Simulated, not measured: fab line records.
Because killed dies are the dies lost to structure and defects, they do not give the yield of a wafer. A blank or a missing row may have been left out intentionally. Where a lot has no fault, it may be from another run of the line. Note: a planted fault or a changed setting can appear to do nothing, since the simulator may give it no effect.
fab line records + flow nandHarc + part 2 of 2: steps 22 to 27 of 27
[record]
- lots = 5
- wafers = 15
- lastDay = 33
route steps=1302 shown A_ONON_D1@445 A_CHANNEL_HOLE_D1@450
lots that met no fault: taken from a fault-free run of the same line
startH: the number of hours between the record's first day and the start of the first shown wafer of the lot + waitH: how many hours have passed since the lot's step before this one + " unchanged from the row above + L1.1+2: several wafers, shown together as one row + - no value present, or no start provided + * or withheld: withheld + < > ~ a bound
route shown NAME@n: names a module that has steps shown in the file, with the first one's number in the route + usual: the fault-free wafers' mean and standard deviation + same: alike in all rows + chamber/n: place in a boat + sites: per-site readings + _std_site: the values' standard deviation + _edge_site: inner sites' mean taken away from outer sites' mean + radiusMm: for every site, how far away it sits from the centre of the wafer + mask NAME#n: copy n + behind: tool/chamber where the wafer was last shaped + hold: why the lot went on hold/how many hours it stayed there/how the hold came to an end + device: the n, p or np transistor that did not switch + end of line: the tests these same wafers got at the end of their route + for a step that has no rows: nothing shown but its recipe + killed: dies that structure and defects cost at the first sort, which is not the same as the wafer's yield + map: a wafer's dies, marking killed ones x, the rest . and places with no die _
set.NAME: the setting that was run; set.NAME@STEP: the one run at that earlier step + model.NAME: the simulator's own value behind a step, which no gauge read
lots at selected steps of the route; one table per step, one row per wafer
services: a tool's chamber out of use, with start hour (startH, from the record's first day; less than 0 if before it), hours out, and reason
[[steps]]
[step NHARC_A_CHANNEL_HOLE_D1_ETCH_39]
[recipe]
- targetDepthA = 2600
- overEtchFrac = 0.3
- timeS = 325
- ionEnergyEv = 200
- n2FlowSccm = 150
- h2FlowSccm = 150
- arFlowSccm = 0
- rfW = 400
- biasW = 150
- chemistry = N2/H2
[usual]
- chamberPressureMTorr = 30.001/0.028
- drypumpMotorCurrentA = 5.8/0.46
- oesProductAu = 1.007/0.016
- rfVppV = 431.2/2.1
- showerheadPlenumPTorr = 2.07/0.069
- throttleValvePct = 14.172/0.0089
| lot.wafer | tool       | chamber | startH | waitH | chamberPressureMTorr | drypumpMotorCurrentA | oesProductAu | rfHoursCounterH | rfVppV | showerheadPlenumPTorr | throttleValvePct |
|-----------|------------|---------|--------|-------|----------------------|----------------------|--------------|-----------------|--------|-----------------------|------------------|
| L083.1    | rieDiel-11 | 3       | -      | -     | 30.019               | 6.2                  | 1.026        | 1               | 432.3  | 2.08                  | 14.182           |
| L083.4    | "          | 0       | "      | "     | 30.001               | 5.4                  | 1.018        | 1               | 429.1  | 1.98                  | 14.168           |
| L083.5    | "          | 0       | "      | "     | 29.960               | 5.3                  | 1.020        | -               | 427.3  | 1.98                  | 14.178           |
| L085.1    | rieDiel-11 | 0       | -      | -     | 30.044               | 5.3                  | 1.008        | 2               | 429.1  | 1.98                  | 14.154           |
| L085.4    | "          | 1       | "      | "     | 30.014               | 6.3                  | 0.987        | 2               | 429.2  | 2.03                  | 14.182           |
| L085.5    | "          | 3       | "      | "     | 30.021               | 6.2                  | 1.020        | -               | 431.1  | 2.08                  | 14.167           |
| L084.3    | rieDiel-04 | 1       | -      | -     | 29.998               | 5.8                  | 1.007        | 37              | 432.4  | 2.13                  | 14.165           |
| L084.4    | "          | 3       | "      | "     | 29.981               | 5.6                  | 1.012        | 39              | 432.6  | 2.14                  | 14.166           |
| L084.2    | "          | 0       | "      | "     | 30.009               | 5.9                  | 1.005        | 37              | 431.6  | 2.11                  | 14.165           |
| L089.3    | rieDiel-13 | 0       | -      | -     | 29.983               | 5.3                  | 0.984        | 46              | 429.4  | 2.04                  | 14.165           |
| L089.1    | "          | 2       | "      | "     | 30.056               | 4.9                  | 1.004        | 50              | 428.0  | 1.95                  | 14.180           |
| L089.6    | "          | 0       | "      | "     | 30.027               | 5.3                  | 0.994        | -               | 431.8  | 2.04                  | 14.188           |
| L096.4    | rieDiel-11 | 3       | -      | -     | 30.003               | 6.1                  | 1.034        | 11              | 431.4  | 2.08                  | 14.165           |
| L096.1    | "          | 0       | "      | "     | 30.023               | 5.4                  | 0.989        | 12              | 427.5  | 1.98                  | 14.183           |
| L096.6    | "          | 3       | "      | "     | 29.971               | 6.1                  | 1.024        | -               | 430.4  | 2.08                  | 14.173           |
[step NHARC_A_CHANNEL_HOLE_D1_ETCH_34]
[recipe]
- targetDepthA = 1540
- timeS = 77
- cf4FlowSccm = 100
- chf3FlowSccm = 30
- arFlowSccm = 0
- rfW = 500
- biasW = 200
- chemistry = CF4/CHF3
[usual]
- chamberPressureMTorr = 24.998/0.023
- drypumpMotorCurrentA = 5.7/0.47
- oesProductAu = 0.948/0.027
- rfVppV = 371.3/1.9
- showerheadPlenumPTorr = 1.59/0.05
- throttleValvePct = 16.802/0.0095
| lot.wafer | tool       | chamber | startH | waitH | chamberPressureMTorr | drypumpMotorCurrentA | oesProductAu | rfHoursCounterH | rfVppV | showerheadPlenumPTorr | throttleValvePct |
|-----------|------------|---------|--------|-------|----------------------|----------------------|--------------|-----------------|--------|-----------------------|------------------|
| L083.4    | rieDiel-11 | 2       | -      | -     | 24.982               | 5.4                  | 1.000        | 1               | 374.3  | 1.66                  | 16.806           |
| L083.1    | "          | 1       | "      | "     | 24.959               | 6.3                  | 0.951        | 1               | 370.0  | 1.57                  | 16.817           |
| L083.5    | "          | 3       | "      | "     | 25.008               | 6.2                  | 0.997        | -               | 372.7  | 1.60                  | 16.808           |
| L085.1    | rieDiel-11 | 3       | -      | -     | 24.987               | 6.2                  | 0.954        | 2               | 371.8  | 1.60                  | 16.779           |
| L085.4    | "          | 0       | "      | "     | 25.025               | 5.3                  | 0.944        | 2               | 369.5  | 1.53                  | 16.806           |
| L085.5    | "          | 2       | "      | "     | 24.973               | 5.4                  | 0.942        | -               | 373.4  | 1.66                  | 16.815           |
| L084.3    | rieDiel-04 | 2       | -      | -     | 24.950               | 5.0                  | 0.927        | 39              | 371.4  | 1.59                  | 16.836           |
| L084.2    | "          | 0       | "      | "     | 25.025               | 5.9                  | 0.955        | 38              | 371.6  | 1.62                  | 16.802           |
| L084.4    | "          | 1       | "      | "     | 24.997               | 5.8                  | 0.961        | 38              | 373.1  | 1.63                  | 16.808           |
| L089.3    | rieDiel-13 | 2       | -      | -     | 24.995               | 4.9                  | 0.936        | 50              | 368.0  | 1.51                  | 16.806           |
| L089.1    | "          | 3       | "      | "     | 24.992               | 6.0                  | 0.922        | 47              | 371.0  | 1.57                  | 16.805           |
| L089.6    | "          | 3       | "      | "     | 24.994               | 6.0                  | 0.929        | -               | 370.6  | 1.57                  | 16.780           |
| L096.1    | rieDiel-11 | 0       | -      | -     | 25.004               | 5.3                  | 0.919        | 12              | 369.1  | 1.53                  | 16.805           |
| L096.4    | "          | 2       | "      | "     | 25.015               | 5.4                  | 0.936        | 10              | 372.2  | 1.66                  | 16.784           |
| L096.6    | "          | 0       | "      | "     | 24.979               | 5.4                  | 0.916        | -               | 367.4  | 1.53                  | 16.801           |
[step NHARC_A_CHANNEL_HOLE_D1_ETCH_16]
[recipe]
- targetDepthA = 31000
- overEtchFrac = 0.3
- timeS = 806
- ionEnergyEv = 150
- o2FlowSccm = 400
- cosFlowSccm = 20
- arFlowSccm = 0
- rfW = 500
- biasW = 300
- chemistry = O2/COS
[usual]
- chamberPressureMTorr = 20.001/0.018
- drypumpMotorCurrentA = 5.8/0.46
- oesProductAu = 1.005/0.016
- rfVppV = 314.6/1.6
- showerheadPlenumPTorr = 3.16/0.097
- throttleValvePct = 28.329/0.0095
| lot.wafer | tool       | chamber | startH | waitH | chamberPressureMTorr | drypumpMotorCurrentA | oesProductAu | rfHoursCounterH | rfVppV | showerheadPlenumPTorr | throttleValvePct |
|-----------|------------|---------|--------|-------|----------------------|----------------------|--------------|-----------------|--------|-----------------------|------------------|
| L083.4    | rieDiel-11 | 1       | -      | -     | 20.005               | 6.3                  | 0.993        | 1               | 314.0  | 3.11                  | 28.334           |
| L083.1    | "          | 2       | "      | "     | 20.008               | 5.4                  | 1.026        | 1               | 316.6  | 3.30                  | 28.336           |
| L083.5    | "          | 3       | "      | "     | 19.990               | 6.2                  | 1.026        | -               | 315.2  | 3.18                  | 28.327           |
| L085.1    | rieDiel-11 | 3       | -      | -     | 20.000               | 6.1                  | 1.025        | 2               | 313.8  | 3.18                  | 28.332           |
| L085.4    | "          | 0       | "      | "     | 20.012               | 5.4                  | 1.009        | 2               | 312.8  | 3.04                  | 28.326           |
| L085.5    | "          | 1       | "      | "     | 20.012               | 6.3                  | 0.984        | -               | 314.6  | 3.11                  | 28.321           |
| L084.2    | rieDiel-04 | 2       | -      | -     | 20.018               | 5.0                  | 0.989        | 40              | 316.6  | 3.16                  | 28.342           |
| L084.3    | "          | 0       | "      | "     | 20.021               | 5.9                  | 1.010        | 38              | 315.3  | 3.22                  | 28.326           |
| L084.4    | "          | 1       | "      | "     | 20.033               | 5.8                  | 1.016        | 38              | 315.2  | 3.24                  | 28.331           |
| L089.3    | rieDiel-13 | 0       | -      | -     | 20.008               | 5.3                  | 0.988        | 47              | 314.1  | 3.12                  | 28.329           |
| L089.1    | "          | 3       | "      | "     | 20.004               | 6.0                  | 0.990        | 47              | 313.1  | 3.12                  | 28.324           |
| L089.6    | "          | 1       | "      | "     | 19.995               | 6.5                  | 1.014        | -               | 316.9  | 3.35                  | 28.331           |
| L096.1    | rieDiel-11 | 1       | -      | -     | 19.962               | 6.3                  | 0.991        | 12              | 312.5  | 3.11                  | 28.340           |
| L096.4    | "          | 3       | "      | "     | 20.014               | 6.2                  | 1.021        | 12              | 314.2  | 3.17                  | 28.340           |
| L096.6    | "          | 2       | "      | "     | 19.985               | 5.4                  | 1.011        | -               | 317.2  | 3.29                  | 28.316           |
[step NHARC_A_CHANNEL_HOLE_D1_CD_MEAS_18]
[usual]
- cdNm = 99/3.4
| lot.wafer | tool     | chamber | startH | waitH | cdNm |
|-----------|----------|---------|--------|-------|------|
| L083.1    | cdSem-03 | -       | 272.17 | -     | 101  |
| L083.4    | "        | -       | "      | "     | 98   |
| L083.5    | "        | -       | "      | "     | 102  |
| L085.1    | cdSem-03 | -       | 291.04 | -     | 96   |
| L085.4    | "        | -       | "      | "     | 98   |
| L085.5    | "        | -       | "      | "     | 101  |
| L084.2    | cdSem-01 | -       | 291.36 | -     | 97   |
| L084.3    | "        | -       | "      | "     | 100  |
| L084.4    | "        | -       | "      | "     | 97   |
| L089.1    | cdSem-03 | -       | 323.34 | -     | 102  |
| L089.3    | "        | -       | "      | "     | 91   |
| L089.6    | "        | -       | "      | "     | 93   |
| L096.1    | cdSem-02 | -       | 404.72 | -     | 92   |
| L096.4    | "        | -       | "      | "     | 101  |
| L096.6    | "        | -       | "      | "     | 97   |
[step NHARC_A_CHANNEL_HOLE_D1_ETCH_19]
[recipe]
- biasV = 1200
- sourceW = 2500
- pressureMtorr = 15
- timeS = 34.5
- arFlowSccm = 375
- c4f8FlowSccm = 28.8
- o2FlowSccm = 96.2
- tempC = -20
- targetDepthA = *
- chemistry = C4F8/O2/Ar
[usual]
- chamberPressureMTorr = 14.998/0.016
- drypumpMotorCurrentA = 5.5/0.32
- showerheadPlenumPTorr = 3.72/0.092
- throttleValvePct = 37.038/0.0091
| lot.wafer | tool       | chamber | startH | waitH | chamberPressureMTorr | drypumpMotorCurrentA | rfHoursCounterH | showerheadPlenumPTorr | throttleValvePct |
|-----------|------------|---------|--------|-------|----------------------|----------------------|-----------------|-----------------------|------------------|
| L083.1    | harEtch-01 | 0       | 272.27 | 0.1   | 15.009               | 5.4                  | 133             | 3.76                  | 37.032           |
| L083.4    | "          | 0       | "      | "     | 14.983               | 5.5                  | -               | 3.76                  | 37.026           |
| L083.5    | "          | 1       | "      | "     | 14.988               | 5.7                  | -               | 3.76                  | 37.031           |
| L085.1    | harEtch-01 | 1       | 295.33 | 4.3   | 15.012               | 5.8                  | 148             | 3.75                  | 37.038           |
| L085.4    | "          | 1       | "      | "     | 14.992               | 5.7                  | -               | 3.75                  | 37.017           |
| L085.5    | "          | 0       | "      | "     | 14.984               | 5.4                  | -               | 3.75                  | 37.046           |
| L084.2    | harEtch-02 | 0       | 297.62 | 6.3   | 14.993               | 5.8                  | 367             | 3.77                  | 37.028           |
| L084.3    | "          | 1       | "      | "     | 14.997               | 4.9                  | -               | 3.53                  | 37.046           |
| L084.4    | "          | 0       | "      | "     | 14.982               | 5.8                  | -               | 3.77                  | 37.039           |
| L089.1    | harEtch-01 | 1       | 323.43 | 0.1   | 14.985               | 5.8                  | 164             | 3.74                  | 37.035           |
| L089.3    | "          | 1       | "      | "     | 14.982               | 5.8                  | -               | 3.74                  | 37.023           |
| L089.6    | "          | 1       | "      | "     | 15.002               | 5.8                  | -               | 3.74                  | 37.048           |
| L096.1    | harEtch-01 | 0       | 410.69 | 6.0   | 15.003               | 5.4                  | 228             | 3.70                  | 37.048           |
| L096.4    | "          | 1       | "      | "     | 14.979               | 5.8                  | -               | 3.70                  | 37.025           |
| L096.6    | "          | 1       | "      | "     | 14.987               | 5.7                  | -               | 3.70                  | 37.036           |
[step NHARC_A_CHANNEL_HOLE_D1_ETCH_20]
[recipe]
- biasV = 3000
- sourceW = withheld
- pressureMtorr = 20
- timeS = 361.9
- arFlowSccm = 375
- c4f8FlowSccm = 89.3
- o2FlowSccm = 35.7
- tempC = -20
- targetDepthA = 16000
- chemistry = C4F8/O2/Ar
[usual]
- chamberPressureMTorr = 19.997/0.017
- drypumpMotorCurrentA = 5.5/0.31
- showerheadPlenumPTorr = 3.68/0.088
- throttleValvePct = 32.155/0.0095
| lot.wafer | tool       | chamber | startH | waitH | chamberPressureMTorr | drypumpMotorCurrentA | rfHoursCounterH | showerheadPlenumPTorr | throttleValvePct |
|-----------|------------|---------|--------|-------|----------------------|----------------------|-----------------|-----------------------|------------------|
| L083.1    | harEtch-01 | 0       | 272.42 | 0.1   | 19.984               | 5.5                  | 133             | 3.71                  | 32.164           |
| L083.4    | "          | 0       | "      | "     | 19.964               | 5.5                  | -               | 3.71                  | 32.155           |
| L083.5    | "          | 1       | "      | "     | 19.992               | 5.7                  | -               | 3.71                  | 32.151           |
| L085.1    | harEtch-01 | 1       | 295.45 | 0.1   | 20.016               | 5.8                  | 148             | 3.70                  | 32.171           |
| L085.4    | "          | 1       | "      | "     | 20.021               | 5.8                  | -               | 3.70                  | 32.142           |
| L085.5    | "          | 0       | "      | "     | 19.989               | 5.5                  | -               | 3.70                  | 32.159           |
| L084.2    | harEtch-02 | 0       | 297.77 | 0.1   | 20.011               | 5.8                  | 367             | 3.73                  | 32.158           |
| L084.3    | "          | 1       | "      | "     | 19.986               | 4.9                  | -               | 3.49                  | 32.145           |
| L084.4    | "          | 0       | "      | "     | 19.985               | 5.8                  | -               | 3.73                  | 32.156           |
| L089.1    | harEtch-01 | 1       | 323.58 | 0.1   | 19.986               | 5.8                  | 164             | 3.69                  | 32.153           |
| L089.3    | "          | 1       | "      | "     | 19.982               | 5.7                  | -               | 3.69                  | 32.162           |
| L089.6    | "          | 1       | "      | "     | 19.990               | 5.7                  | -               | 3.69                  | 32.156           |
| L096.1    | harEtch-01 | 0       | 410.80 | 0.1   | 20.010               | 5.4                  | 228             | 3.66                  | 32.165           |
| L096.4    | "          | 1       | "      | "     | 20.021               | 5.7                  | -               | 3.66                  | 32.142           |
| L096.6    | "          | 1       | "      | "     | 20.022               | 5.8                  | -               | 3.66                  | 32.142           |
[[services]]
| tool           | chamber | startH | hours | kind   |
|----------------|---------|--------|-------|--------|
| aclDep-02      | -       | 246.81 | 13.0  | pm     |
| pecvd-04       | 2       | 248.93 | 13.7  | repair |
| arfiScanner-01 | -       | 252.00 | 4.0   | pm     |
| rieDiel-11     | -       | 255.52 | 9.0   | pm     |
| pecvd-01       | 0       | 259.65 | 29.5  | repair |
| pecvd-04       | -       | 269.16 | 13.0  | pm     |
| arfiScanner-01 | -       | 280.36 | 0.6   | repair |
| rieDiel-13     | -       | 283.17 | 0.4   | repair |
| arfiScanner-01 | -       | 301.42 | 0.7   | repair |
| pecvd-01       | -       | 311.25 | 13.0  | pm     |
| pecvd-02       | 1       | 314.16 | 11.0  | repair |
| pecvd-02       | 0       | 322.43 | 4.2   | repair |
| lithoTrack-01  | -       | 330.01 | 7.0   | pm     |
| rieDiel-13     | -       | 342.12 | 9.0   | pm     |
| lithoTrack-06  | -       | 354.01 | 7.0   | pm     |
| rieDiel-04     | -       | 355.03 | 9.0   | pm     |
| rieDiel-11     | 2       | 355.39 | 9.7   | repair |
| rieDiel-13     | 3       | 367.40 | 20.9  | repair |
| rieDiel-04     | 2       | 368.63 | 3.7   | repair |
| rieDiel-13     | 2       | 377.01 | 6.5   | repair |
| lithoTrack-04  | -       | 378.00 | 7.0   | pm     |
| rieDiel-04     | 3       | 385.98 | 1.7   | repair |
| rieDiel-11     | -       | 395.05 | 2.0   | repair |
| pecvd-02       | -       | 408.41 | 13.0  | pm     |
